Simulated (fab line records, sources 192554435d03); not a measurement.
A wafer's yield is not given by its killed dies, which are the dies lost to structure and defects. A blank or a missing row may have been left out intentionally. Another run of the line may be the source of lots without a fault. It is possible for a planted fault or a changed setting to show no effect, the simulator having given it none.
Chamber matching || flow n5 finfet || N5_HKMG_FIN_ALD_75 on ald hk-02: 4 sister chambers
The step deposits Al2O3, target thk 1 nm, co reactant pulse time 1 s. 4 wafers are shown with their chamber, then 9 later ones without.

## WAFERS PAIRED WITH THEIR CHAMBERS
{"wafer": "L090.5", "chamber": 3, "heater power w (W)": 143}
{"wafer": "L090.6", "chamber": 2, "heater power w (W)": 183}
{"wafer": "L091.3", "chamber": 1, "heater power w (W)": 175}
{"wafer": "L091.5", "chamber": 0, "heater power w (W)": 154}

## WAFERS WITHOUT THEIR CHAMBER
{"wafer": "L092.2", "heater power w (W)": 141}
{"wafer": "L092.4", "heater power w (W)": 175}
{"wafer": "L092.5", "heater power w (W)": 152}
{"wafer": "L096.2", "heater power w (W)": 139}
{"wafer": "L096.3", "heater power w (W)": 154}
{"wafer": "L096.5", "heater power w (W)": 175}
{"wafer": "L097.2", "heater power w (W)": 145}
{"wafer": "L097.3", "heater power w (W)": 156}
{"wafer": "L097.5", "heater power w (W)": 154}

## WHICH CHAMBER EACH WENT THROUGH
{"wafer": "L092.2", "from the rows above": 3, "in truth": 3}
{"wafer": "L092.4", "from the rows above": 1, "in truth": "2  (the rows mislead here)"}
{"wafer": "L092.5", "from the rows above": 0, "in truth": 0}
{"wafer": "L096.2", "from the rows above": 3, "in truth": 3}
{"wafer": "L096.3", "from the rows above": 0, "in truth": 0}
{"wafer": "L096.5", "from the rows above": 1, "in truth": 1}
{"wafer": "L097.2", "from the rows above": 3, "in truth": 3}
{"wafer": "L097.3", "from the rows above": 0, "in truth": 0}
{"wafer": "L097.5", "from the rows above": 0, "in truth": 0}
8 of 9 placed correctly. From these rows, 0 cannot be placed. Placed wrongly: 1.
How it was worked out, from the rows above alone: a wafer's distance from a chamber is the root of the sum, over the readings, of the square of ((its reading less the chamber's mean) divided by the reading's scatter). The wafer belongs to the nearest chamber; if the next one is less than 2 further off, it can't be placed. For every chamber, the mean is computed from those of its wafers that are shown. The scatter: root of mean squared gap, hidden wafer to nearest shown wafer, with one shown wafer a chamber.
